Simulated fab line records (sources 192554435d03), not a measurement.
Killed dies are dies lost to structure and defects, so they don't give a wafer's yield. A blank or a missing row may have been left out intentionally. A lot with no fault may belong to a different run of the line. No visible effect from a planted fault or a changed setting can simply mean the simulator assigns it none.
Chamber matching / flow n5Finfet / N5_FIN_SAQP_SPACER1_ALD_24 on aldSin-01 has 4 sister chambers
The step deposits SiO2, target thk 20.3 nm, pulse time 1 s, purge time 2 s. 14 wafers are shown with their chamber, then 7 later ones without.

WAFERS, EACH WITH ITS CHAMBER
wafer=L075.1; chamber=3; heaterPowerW (W)=510; chamberPressureTorr (Torr)=2.002; precursorPulseHeightRel=1.018
wafer=L075.5; chamber=3; heaterPowerW (W)=526; chamberPressureTorr (Torr)=2.003; precursorPulseHeightRel=0.983
wafer=L075.6; chamber=2; heaterPowerW (W)=588; chamberPressureTorr (Torr)=2.002; precursorPulseHeightRel=0.992
wafer=L077.1; chamber=1; heaterPowerW (W)=555; chamberPressureTorr (Torr)=2.005; precursorPulseHeightRel=0.984
wafer=L077.5; chamber=2; heaterPowerW (W)=594; chamberPressureTorr (Torr)=2.000; precursorPulseHeightRel=0.991
wafer=L077.6; chamber=1; heaterPowerW (W)=566; chamberPressureTorr (Torr)=1.997; precursorPulseHeightRel=0.976
wafer=L081.1; chamber=3; heaterPowerW (W)=515; chamberPressureTorr (Torr)=1.998; precursorPulseHeightRel=1.036
wafer=L081.4; chamber=0; heaterPowerW (W)=444; chamberPressureTorr (Torr)=1.999; precursorPulseHeightRel=0.992
wafer=L081.6; chamber=2; heaterPowerW (W)=592; chamberPressureTorr (Torr)=1.999; precursorPulseHeightRel=0.980
wafer=L092.1; chamber=3; heaterPowerW (W)=520; chamberPressureTorr (Torr)=1.997; precursorPulseHeightRel=1.008
wafer=L092.2; chamber=1; heaterPowerW (W)=548; chamberPressureTorr (Torr)=1.998; precursorPulseHeightRel=1.018
wafer=L092.3; chamber=0; heaterPowerW (W)=408; chamberPressureTorr (Torr)=1.994; precursorPulseHeightRel=1.027
wafer=L093.3; chamber=1; heaterPowerW (W)=542; chamberPressureTorr (Torr)=1.995; precursorPulseHeightRel=1.011
wafer=L093.4; chamber=2; heaterPowerW (W)=598; chamberPressureTorr (Torr)=2.007; precursorPulseHeightRel=1.034

SIGNATURES (means of the wafers above)
reading=heaterPowerW; chamber 0=426.00; chamber 1=552.75; chamber 2=593.00; chamber 3=517.75; scatter within a chamber=10.8
reading=chamberPressureTorr; chamber 0=1.99650; chamber 1=1.99875; chamber 2=2.00200; chamber 3=2.00000; scatter within a chamber=0.00365
reading=precursorPulseHeightRel; chamber 0=1.00950; chamber 1=0.99725; chamber 2=0.99925; chamber 3=1.01125; scatter within a chamber=0.0224
Rule: for a wafer and a chamber, the distance is found by dividing, reading by reading, the gap between the wafer's reading and the chamber's mean by the reading's scatter, squaring, summing and taking the root. If the next closest chamber is less than 2 further off than the closest, the wafer can't be placed; otherwise it belongs to the closest. The scatter: take each reading less its chamber's mean, square it, sum over the shown wafers, divide by the number of wafers less the number of chambers, and take the root.

WAFERS WITH NO CHAMBER GIVEN
wafer=L093.6; heaterPowerW (W)=582; chamberPressureTorr (Torr)=1.996; precursorPulseHeightRel=1.002
wafer=L094.1; heaterPowerW (W)=581; chamberPressureTorr (Torr)=2.009; precursorPulseHeightRel=1.016
wafer=L094.4; heaterPowerW (W)=495; chamberPressureTorr (Torr)=2.004; precursorPulseHeightRel=1.044
wafer=L094.6; heaterPowerW (W)=420; chamberPressureTorr (Torr)=2.000; precursorPulseHeightRel=1.015
wafer=L096.1; heaterPowerW (W)=560; chamberPressureTorr (Torr)=1.998; precursorPulseHeightRel=1.008
wafer=L096.2; heaterPowerW (W)=596; chamberPressureTorr (Torr)=2.005; precursorPulseHeightRel=0.996
wafer=L096.5; heaterPowerW (W)=560; chamberPressureTorr (Torr)=2.003; precursorPulseHeightRel=0.978

WHICH CHAMBER EACH WENT THROUGH
wafer=L093.6; from the rows above=can't be placed: 2 or 1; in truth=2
wafer=L094.1; from the rows above=can't be placed: 2 or 1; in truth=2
wafer=L094.4; from the rows above=3; in truth=3
wafer=L094.6; from the rows above=0; in truth=0
wafer=L096.1; from the rows above=1; in truth=1
wafer=L096.2; from the rows above=2; in truth=2
wafer=L096.5; from the rows above=can't be placed: 1 or 2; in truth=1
Correct placement for 4 of the 7. These rows do not allow placing 3 (true chamber among the candidates in 3). Wrongly placed: 0.
